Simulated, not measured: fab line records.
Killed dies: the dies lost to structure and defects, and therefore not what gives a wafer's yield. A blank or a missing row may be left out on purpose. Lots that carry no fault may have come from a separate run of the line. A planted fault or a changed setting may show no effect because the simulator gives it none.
Struck lot and sound lot, side by side / flow nand harc / 32 steps out of a route of 1302
Sound: these wafers, L511.1, L511.3, L511.6. Struck: wafers L518.3, L518.6. The cause comes at the end.
Per side, at each step with rows, come the tool, then ch with its chambers, and then its first start. Under that, the readings that differ: sound wafers / struck wafers / difference of the means / sigmas: that difference in standard deviations of wafers without a fault.
alike: a reading whose means differ by less than 2 such deviations, as well as words and numbers matching on both sides. not compared: withheld readings; readings where some wafer has no value; bounds like >300 that might hide an equal value; numbers whose values overlap and for which the record gives no deviation.
Wherever a step has rows on one side only, a row that says differs or no value, or a row with sigmas, the two part there. Numbers that don't overlap but have no deviation are shown without sigmas and don't part them. A reading missing from all wafers of one side parts the sides only when that side holds two or more wafers.

first, 5 steps without rows for these wafers: NHARC_A_ONON_D1_DEP_22 (target thk 1000 nm); NHARC_A_ONON_D1_DEP_25 (target thk 1000 nm); NHARC_A_ONON_D1_DEP_28 (target thk 1000 nm); NHARC_A_ONON_D1_DEP_33 (deposits SiO2, target thk 200 nm); NHARC_A_CHANNEL_HOLE_D1_DEP_00 (deposits aC, target thk 3100 nm).
NHARC_A_CHANNEL_HOLE_D1_DEP_01: deposits SiON, target thk 140 nm.
  sound on pecvd-04 ch 0,1,2, day 10 04:36; struck on pecvd-03 ch 0,2, day 13 04:08
  alike: heater power w
then, 25 steps without rows for these wafers: NHARC_A_CHANNEL_HOLE_D1_DEHYDRATE_02 (time 120 s); NHARC_A_CHANNEL_HOLE_D1_HMDS_03 (time 30 s); NHARC_A_CHANNEL_HOLE_D1_COAT_36 (time 75 s); NHARC_A_CHANNEL_HOLE_D1_COAT_37 (time 65 s); NHARC_A_CHANNEL_HOLE_D1_COAT_04 (resist thk 90 nm); NHARC_A_CHANNEL_HOLE_D1_SOFTBAKE_05 (time 55 s); NHARC_A_CHANNEL_HOLE_D1_EBR_06; NHARC_A_CHANNEL_HOLE_D1_EXPOSE_07 (exposes mask HOLE D1, target cd 100 nm); NHARC_A_CHANNEL_HOLE_D1_PEB_08 (peb time 65 s); NHARC_A_CHANNEL_HOLE_D1_DEVELOP_09 (develop time 35 s); NHARC_A_CHANNEL_HOLE_D1_DESCUM_15 (chemistry O2, time 3 s); NHARC_A_CHANNEL_HOLE_D1_ETCH_38 (etches the open film in CF4, target depth 39 nm, time 65 s); NHARC_A_CHANNEL_HOLE_D1_ETCH_39 (etches the open film in N2/H2, target depth 260 nm, time 325 s); NHARC_A_CHANNEL_HOLE_D1_ETCH_34 (etches the open film in CF4/CHF3, target depth 154 nm, time 77 s); NHARC_A_CHANNEL_HOLE_D1_ETCH_16 (etches the open film in O2/COS, target depth 3100 nm, time 806 s); NHARC_A_CHANNEL_HOLE_D1_ETCH_19 (etches the open film in C4F8/O2/Ar, time 34.5 s); NHARC_A_CHANNEL_HOLE_D1_ETCH_20 (etches the open film in C4F8/O2/Ar, time 361.9 s, target depth 1600 nm); NHARC_A_CHANNEL_HOLE_D1_ETCH_21 (etches the open film in C4F8/O2/Ar, time 514.3 s, target depth 1600 nm); NHARC_A_CHANNEL_HOLE_D1_ETCH_22 (etches the open film in C4F8/O2/Ar, time 666.7 s, target depth 1600 nm); NHARC_A_CHANNEL_HOLE_D1_ETCH_23 (etches the open film in C4F8/O2/Ar, time 819 s, target depth 1600 nm); NHARC_A_CHANNEL_HOLE_D1_ETCH_24 (etches the open film in C4F8/O2/Ar, time 906.2 s, target depth 1500 nm); NHARC_A_CHANNEL_HOLE_D1_ETCH_25 (etches the open film in C4F8/O2/Ar, time 1040.2 s, target depth 1500 nm); NHARC_A_CHANNEL_HOLE_D1_ETCH_26 (etches the open film in C4F8/O2/Ar, time 224.1 s, target depth 300 nm); NHARC_A_CHANNEL_HOLE_D1_ETCH_33 (etches the open film in C4F8/O2/Ar, time 90 s, target depth 400 nm); NHARC_A_CHANNEL_HOLE_D1_STRIP_41 (strips in N2/H2).
-- record jumps: 16 days between struck wafers' starts before vs after; left off in module A_CHANNEL_HOLE_D1, resumes in module END, first step shown is number 1302 of the route --
NHARC_END_SORT_01:
  sound on prober-02 ch 0, day 26 23:14; struck on prober-01 ch 0, day 29 02:59
reading=killed at array; sound=32 31 36; struck=671 671; difference=+638; sigmas=+30
reading=killed dies; sound=38 39 45; struck=676 673; difference=+634; sigmas=+30
  alike: killed at other, killed at periphery, killed open, killed short

WHERE THEY PART
Within this record, at NHARC_END_SORT_01 only.

WHY: what the simulator had put in
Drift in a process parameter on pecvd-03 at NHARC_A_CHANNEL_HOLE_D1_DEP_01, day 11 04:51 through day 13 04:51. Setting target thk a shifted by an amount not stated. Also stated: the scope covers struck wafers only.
